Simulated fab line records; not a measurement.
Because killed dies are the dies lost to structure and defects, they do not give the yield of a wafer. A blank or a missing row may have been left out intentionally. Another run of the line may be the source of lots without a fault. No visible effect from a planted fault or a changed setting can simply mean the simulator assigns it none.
Comparing a struck lot with a sound one | flow n5_finfet | 15 steps out of a route of 1938
Sound: the wafers L985.1, L985.4. Struck: wafer L995.4. (L995.6 of the same lot was not struck and is left out.) The cause comes at the end.
For every step that has rows: the tool of each side, followed by ch and its chambers, followed by its first start. Under that, the readings that differ: sound wafers | struck wafers | difference of the means | sigmas: that difference in standard deviations of wafers without a fault.
alike: words and numbers the same on both sides, and readings whose means are apart by under 2 such deviations; not compared: readings that were withheld, readings missing a value for some wafer, numbers with overlapping values and no deviation given by the record, and bounds like >300 which may hide the same value.
Wherever a step has rows on one side only, a row that says differs or no value, or a row with sigmas, the two part there. Non-overlapping numbers with no deviation appear without sigmas and do not part them. A reading that every wafer of one side lacks parts them only if that side has two wafers or more.

first, 3 steps without rows for these wafers: N5_BEOL_M1_DESCUM_33 (chemistry O2, time 7 s); N5_BEOL_M1_ETCH_77 (etches underlayer in N2/H2, target depth 6.5 nm, time 5.2 s); N5_BEOL_M1_ETCH_69 (etches SiARC in CF4, target depth 15.6 nm, time 26 s).
N5_BEOL_M1_ALD_98: deposits SiO2, target thk 2.5 nm, pulse time 1 s, co reactant pulse time 1 s.
  sound on ald_sin-01 ch 1,2, day 9 01:32; struck on ald_sin-04 ch 0, day 11 05:33
  alike: heater_power_w, precursor_pulse_height_rel
N5_BEOL_M1_ETCHBACK_99: etches SiO2 in CHF3, target depth 5 nm, time 10.4 s.
  sound on rie_diel-06 ch 2,3, day 9 04:24; struck on rie_diel-06 ch 1, day 11 05:56
  reading                     | sound   | struck | difference | sigmas
  drypump_motor_current_A (A) | 4.9 5.0 | 6.0    | +1.0       | +3
  rf_hours_counter_h (h)      | 225 65  | 234    | +89        |
  alike: oes_product_au, rf_vpp_V, showerhead_plenum_p_Torr, throttle_valve_pct
N5_BEOL_M1_ETCH_70: etches SOC in N2/H2, target depth 80 nm, overetch 16 nm, time 120 s.
  sound on rie_diel-06 ch 2,3, day 9 04:26; struck on rie_diel-06 ch 1, day 11 05:58
  reading                     | sound       | struck | difference | sigmas
  drypump_motor_current_A (A) | 4.9 5.1     | 6.0    | +1.0       | +3
  rf_hours_counter_h (h)      | 225 65      | 234    | +89        |
  rf_vpp_V (V)                | 518.4 525.0 | 526.9  | +5.2       | +2
  alike: oes_product_au, showerhead_plenum_p_Torr, throttle_valve_pct
then, 2 steps without rows for these wafers: N5_BEOL_M1_STRIP_71 (strips in N2/H2); N5_BEOL_M1_STRIP_78 (strips in N2/H2).
N5_BEOL_M1_VIA_ETCH_34: etches the open film in C4F6/O2, target depth 67.8 nm, time 64.4 s.
  sound on rie_diel-06 ch 2,3, day 9 04:32; struck on rie_diel-06 ch 1, day 11 06:04
  reading                     | sound   | struck | difference | sigmas
  drypump_motor_current_A (A) | 4.9 5.0 | 6.0    | +1.0       | +3
  rf_hours_counter_h (h)      | 225 65  | 234    | +89        |
  alike: oes_product_au, rf_vpp_V, showerhead_plenum_p_Torr, throttle_valve_pct
then, 2 steps without rows for these wafers: N5_BEOL_M1_STRIP_83 (strips in C4F6/O2); N5_BEOL_M1_STRIP_36 (strips in N2/H2).
N5_BEOL_M1_TRENCH_ETCH_37: etches SiOC in C4F6/O2, target depth 55.207 nm, time 29 s.
  sound: rie_diel-06 ch 2,3; struck: rie_diel-06 ch 1
  reading                     | sound   | struck | difference | sigmas
  drypump_motor_current_A (A) | 4.9 5.0 | 5.9    | +1.0       | +3
  rf_hours_counter_h (h)      | 225 65  | 234    | +89        |
  alike: oes_product_au, rf_vpp_V, showerhead_plenum_p_Torr, throttle_valve_pct
N5_BEOL_M1_ETCH_41: etches SiCN in CH3F/O2, target depth 31.9 nm, time 57.8 s.
  sound on rie_diel-06 ch 2,3, day 9 04:40; struck on rie_diel-06 ch 1, day 11 06:12
  reading                     | sound       | struck | difference | sigmas
  drypump_motor_current_A (A) | 4.9 5.0     | 5.9    | +1.0       | +3
  rf_hours_counter_h (h)      | 225 65      | 234    | +89        |
  model.etch.depth_nm (nm)    | 22.27 22.53 | 32.05  | +9.65      |
  alike: oes_product_au, rf_vpp_V, showerhead_plenum_p_Torr, throttle_valve_pct
then, 1 step without rows for these wafers: N5_BEOL_M1_STRIP_97 (strips in N2/H2, time 10 s).
N5_BEOL_M4_RC_MEAS_101:
  sound on prober-02 ch 0, day 10 13:14; struck on prober-01 ch 0, day 12 13:01
  alike: DIBL_N, DIBL_P, IOFF_N, IOFF_P, ION_N, ION_P, SS_N, SS_P, VT_N, VT_P

## WHERE THEY PART
At N5_BEOL_M1_ETCHBACK_99 first; at N5_BEOL_M1_ETCH_41 last (within this record only). Later steps at which nothing parts them and some readings are alike: N5_BEOL_M4_RC_MEAS_101.

WHY: what the simulator had put in
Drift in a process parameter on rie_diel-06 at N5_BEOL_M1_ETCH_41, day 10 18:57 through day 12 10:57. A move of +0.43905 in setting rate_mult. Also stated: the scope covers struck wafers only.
